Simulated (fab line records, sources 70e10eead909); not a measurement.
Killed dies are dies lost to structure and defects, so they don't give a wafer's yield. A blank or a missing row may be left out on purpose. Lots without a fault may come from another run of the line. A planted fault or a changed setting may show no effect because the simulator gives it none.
A struck lot beside a sound one | flow nand_harc | 42 steps out of a route of 1302
Sound: wafers L875.1, L875.4, L875.6. Struck: wafer L885.6. (L885.4, L885.5 of the same lot were not struck and are left out.) The cause comes at the end.
At each step with rows: each side's tool, then ch and its chambers, then its first start. Under that, the readings that differ: sound wafers | struck wafers | difference of the means | sigmas: that difference in standard deviations of wafers without a fault.
alike: readings whose means differ by less than 2 such deviations, and words and numbers that are the same on both sides. not compared: withheld readings, readings that some wafer has no value for, bounds like >300 that may hide the same value, and numbers for which the record gives no deviation and whose values overlap.
The two part at a step that has a row with sigmas, a row that says differs or no value, or rows on one side only. Numbers that don't overlap but have no deviation are shown without sigmas and don't part them. A reading that every wafer of one side lacks parts them only if that side has two wafers or more.

first, 5 steps without rows for these wafers: NHARC_A_SGD_CUT_PRECLEAN_18 (cleans in SC1); NHARC_A_SGD_CUT_SRD_19; NHARC_A_SGD_CUT_DEP_20 (deposits SiO2, target thk 150 nm); NHARC_A_SGD_CUT_ANNEAL_27 (time 1800 s); NHARC_A_SGD_CUT_CMP_21 (polishes, target thk 148.19 nm).
NHARC_A_SGD_CUT_THK_MEAS_22: measures by ellipsometry.
  sound on film_metro-02, day 21 20:20; struck on film_metro-01, day 27 13:46
  alike: thk_nm
then, 3 steps without rows for these wafers: NHARC_A_SGD_CUT_SRD_23; NHARC_A_SGD_CUT_ETCH_26 (etches SiO2 in dHF, target depth 45.8 nm); NHARC_A_SGD_CUT_ETCHBACK_24 (etches the open film in CH3F/O2, target depth 50 nm, time 92.857 s).
NHARC_A_SGD_CUT_STRIP_28: strips in O2, time 20 s.
  sound on rie_diel-08 ch 1,2,3; struck on rie_diel-08 ch 0
  alike: drypump_motor_current_A, oes_product_au, rf_vpp_V, showerhead_plenum_p_Torr, throttle_valve_pct
  not compared: rf_hours_counter_h
NHARC_A_SGD_CUT_INSPECT_25:
  sound on defect_inspect-02, day 21 20:54; struck on defect_inspect-02, day 27 14:14
  alike: raw_defect_count
then, 1 step without rows for these wafers: NHARC_A_SLIT_DEP_25 (deposits SiO2, target thk 200 nm).
NHARC_A_SLIT_DEP_00: deposits aC, target thk 6200 nm.
  sound on acl_dep-01 ch 0, day 22 01:24; struck on acl_dep-01 ch 0, day 27 17:20
  alike: throttle_valve_pct
then, 9 steps without rows for these wafers: NHARC_A_SLIT_DEP_23 (deposits SiON, target thk 100 nm); NHARC_A_SLIT_DEHYDRATE_01 (time 120 s); NHARC_A_SLIT_HMDS_02 (time 30 s); NHARC_A_SLIT_COAT_03 (resist thk 90 nm); NHARC_A_SLIT_SOFTBAKE_04 (time 55 s); NHARC_A_SLIT_EBR_05; NHARC_A_SLIT_EXPOSE_06 (exposes mask SLIT); NHARC_A_SLIT_PEB_07 (peb time 65 s); NHARC_A_SLIT_DEVELOP_08 (develop time 35 s).
NHARC_A_SLIT_CD_MEAS_09: target cd 300 nm.
  sound on cd_sem-01 ch 0, day 22 05:47; struck on cd_sem-02 ch 0, day 27 19:56
  alike: cd_nm
NHARC_A_SLIT_OVL_MEAS_10:
  sound on overlay-02, day 22 05:52; struck on overlay-01, day 27 20:01
  alike: overlay_x_nm, overlay_y_nm
NHARC_A_SLIT_INSPECT_11:
  sound on defect_inspect-02, day 22 05:54; struck on defect_inspect-02, day 27 20:03
  alike: raw_defect_count
then, 1 step without rows for these wafers: NHARC_A_SLIT_DESCUM_14 (chemistry O2, time 3 s).
NHARC_A_SLIT_ETCH_24: etches the open film in CF4/CHF3, target depth 121 nm, time 60.5 s.
  sound on rie_diel-01 ch 1,2,3, day 22 06:04; struck on rie_diel-07 ch 1, day 27 20:12
  alike: drypump_motor_current_A, oes_product_au, rf_vpp_V, showerhead_plenum_p_Torr, throttle_valve_pct
  not compared: rf_hours_counter_h
NHARC_A_SLIT_ETCH_15: etches the open film in O2/COS, target depth 6200 nm, time 1612 s.
  sound on rie_diel-01 ch 1,2; struck on rie_diel-07 ch 1
  reading               | sound             | struck | difference | sigmas
  oes_product_au (a.u.) | 1.007 1.019 1.000 | 0.962  | -0.047     | -4
  alike: drypump_motor_current_A, rf_vpp_V, showerhead_plenum_p_Torr, throttle_valve_pct
  not compared: rf_hours_counter_h
NHARC_A_SLIT_ETCH_17: etches the open film in C4F8/O2/Ar, time 4254.5 s, target depth 20300 nm.
  sound on har_etch-01 ch 0,1, day 22 09:40; struck on har_etch-01 ch 0, day 27 23:47
  reading                | sound                | struck | difference | sigmas
  throttle_valve_pct (%) | 32.059 32.041 32.050 | 32.032 | -0.018     | -2
  alike: drypump_motor_current_A, showerhead_plenum_p_Torr
  not compared: rf_hours_counter_h
then, 6 steps without rows for these wafers: NHARC_A_SLIT_ETCH_26 (etches the open film in C4F8/O2/Ar, time 90 s, target depth 400 nm); NHARC_A_SLIT_STRIP_28 (strips in O2/COS); NHARC_A_SLIT_ETCH_29 (etches the open film in CF4/O2, target depth 100 nm, overetch 10 nm, time 55 s); NHARC_A_SLIT_STRIP_18 (strips in O2); NHARC_A_SLIT_PRECLEAN_19 (cleans in SC1); NHARC_A_SLIT_SRD_20.
NHARC_A_SLIT_CD_MEAS_21:
  sound on cd_sem-03, day 22 14:42; struck on cd_sem-03, day 28 02:25
  alike: cd_nm
then, 3 steps without rows for these wafers: NHARC_A_SIN_REMOVE_WET_00 (chemistry H3PO4, time 15300 s); NHARC_A_SIN_REMOVE_PRECLEAN_01 (cleans in SC1); NHARC_A_SIN_REMOVE_SRD_02.
NHARC_A_SIN_REMOVE_INSPECT_04:
  the record has rows for the sound wafers here (defect_inspect-02, day 22 21:14) and none for the struck ones
NHARC_A_WL_FILL_ALD_00: deposits Al2O3, target thk 3 nm, pulse time 3 s, ald cycles 30.
  the record has rows for the sound wafers here (ald_hk-03 ch 0,1,2, day 22 21:17) and none for the struck ones
-- the record jumps here: 5 days lie between the struck wafers' starts before and after (it left off in module A_WL_FILL and takes up again in module END, whose first step shown is number 1302 of the route) --
NHARC_END_SORT_01:
  the record has rows for the struck wafers here (prober-01 ch 0, day 32 21:29) and none for the sound ones

WHERE THEY PART
First at NHARC_A_SLIT_ETCH_15; last, within this record, at NHARC_END_SORT_01.

WHY: what the simulator had put in
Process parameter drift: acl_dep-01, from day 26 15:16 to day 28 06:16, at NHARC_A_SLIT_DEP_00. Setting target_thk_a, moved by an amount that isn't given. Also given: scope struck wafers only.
